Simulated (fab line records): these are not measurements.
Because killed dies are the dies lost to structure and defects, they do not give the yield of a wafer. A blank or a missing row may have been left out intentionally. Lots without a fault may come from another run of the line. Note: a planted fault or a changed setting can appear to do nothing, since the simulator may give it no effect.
Which tool did it? / flow n5-finfet / 27 wafers from 9 lots sampled at 4 of the route's 1938 steps

## WHAT THE GAUGES SHOWED, per wafer
N5_BEOL_M4_RC_MEAS_101.
lot=L483; measured=day 7 15:56; on=prober-01; CJ_N=4.34 4.36 4.32
lot=L484; measured=day 8 20:15; on=prober-02; CJ_N=4.35 4.37 4.35
lot=L488; measured=day 10 02:00; on=prober-02; CJ_N=4.38 4.48 4.32
lot=L491; measured=day 10 05:17; on=prober-01; CJ_N=5.04 4.95 4.96
lot=L494; measured=day 10 11:23; on=prober-01; CJ_N=4.98 5.15 5.17
lot=L495; measured=day 11 08:05; on=prober-01; CJ_N=5.07 5.05 5.00
lot=L504; measured=day 14 04:22; on=prober-01; CJ_N=4.44 4.33 4.45
lot=L505; measured=day 14 07:43; on=prober-02; CJ_N=4.37 4.36 4.29
lot=L506; measured=day 14 06:26; on=prober-01; CJ_N=4.32 4.36 4.49

## WHICH TOOL RAN EACH LOT (tool, then ch and the chambers of the sampled wafers, then the start)
lot=L483; N5_WELL_APT_DESCUM_13=rie-diel-06 ch 0,1, day 1 13:39; N5_WELL_APT_IMPLANT_32=implanter-01 ch 0, day 1 15:05; N5_FIN_SAQP_DESCUM_21=rie-diel-06 ch 1,3, day 1 23:48
lot=L484; N5_WELL_APT_DESCUM_13=rie-diel-01 ch 0,2,3, day 1 19:38; N5_WELL_APT_IMPLANT_32=implanter-02 ch 0, day 1 21:20; N5_FIN_SAQP_DESCUM_21=rie-diel-06 ch 1,2,3, day 2 11:20
lot=L488; N5_WELL_APT_DESCUM_13=rie-diel-01 ch 1,2,3, day 2 19:55; N5_WELL_APT_IMPLANT_32=implanter-02 ch 0, day 2 21:27; N5_FIN_SAQP_DESCUM_21=rie-diel-06 ch 0,2,3, day 3 04:38
lot=L491; N5_WELL_APT_DESCUM_13=rie-diel-06 ch 0,1,3, day 3 13:46; N5_WELL_APT_IMPLANT_32=implanter-02 ch 0, day 3 15:24; N5_FIN_SAQP_DESCUM_21=rie-diel-01 ch 0,1, day 3 22:16
lot=L494; N5_WELL_APT_DESCUM_13=rie-diel-01 ch 0,2,3, day 4 07:53; N5_WELL_APT_IMPLANT_32=implanter-02 ch 0, day 4 09:37; N5_FIN_SAQP_DESCUM_21=rie-diel-06 ch 1,2,3, day 4 16:06
lot=L495; N5_WELL_APT_DESCUM_13=rie-diel-01 ch 0,2,3, day 4 13:38; N5_WELL_APT_IMPLANT_32=implanter-02 ch 0, day 4 15:22; N5_FIN_SAQP_DESCUM_21=rie-diel-01 ch 0,3, day 4 22:07
lot=L504; N5_WELL_APT_DESCUM_13=rie-diel-06 ch 0,1,3, day 6 19:46; N5_WELL_APT_IMPLANT_32=implanter-01 ch 0, day 6 21:20; N5_FIN_SAQP_DESCUM_21=rie-diel-01 ch 0,3, day 7 04:24
lot=L505; N5_WELL_APT_DESCUM_13=rie-diel-05 ch 0,2,3, day 7 01:46; N5_WELL_APT_IMPLANT_32=implanter-02 ch 0, day 7 03:13; N5_FIN_SAQP_DESCUM_21=rie-diel-01 ch 0,1,2, day 7 11:02
lot=L506; N5_WELL_APT_DESCUM_13=rie-diel-01 ch 0,3, day 7 08:17; N5_WELL_APT_IMPLANT_32=implanter-02 ch 0, day 7 10:20; N5_FIN_SAQP_DESCUM_21=rie-diel-06 ch 0,2, day 7 16:37
- N5_WELL_APT_DESCUM_13: chemistry O2, time 7.9 s.
- N5_WELL_APT_IMPLANT_32
- N5_FIN_SAQP_DESCUM_21: chemistry O2, time 7.9 s.

## THE ANSWER, worked out from the rows above alone
Rule: usual is defined by the lots themselves. Put in order of their means at a reading, lots are off if they are a third of the lots or fewer, leave a main group of 4 or more, and stand apart from it by a gap of 3 or more times the standard deviation of the main group's means; of several such gaps the widest counts. The tables above print the reading to a certain number of digits; a main group whose means all agree to those digits is not used. Also off: a lot with no number at a reading for which 4 or more lots have one. All remaining lots with rows at the step are treated as sound.
Off: L491, L494, L495, at N5_BEOL_M4_RC_MEAS_101 (CJ_N). The main group: mean 4.37, standard deviation 0.027.
A tool fits if, at a process step before that reading, it ran every lot that is off, and no sound lot after the first of them. Those tools and the gauges at N5_BEOL_M4_RC_MEAS_101 are tried in the same way. No candidate that was tried fits.

## WHAT THE SIMULATOR PUT IN
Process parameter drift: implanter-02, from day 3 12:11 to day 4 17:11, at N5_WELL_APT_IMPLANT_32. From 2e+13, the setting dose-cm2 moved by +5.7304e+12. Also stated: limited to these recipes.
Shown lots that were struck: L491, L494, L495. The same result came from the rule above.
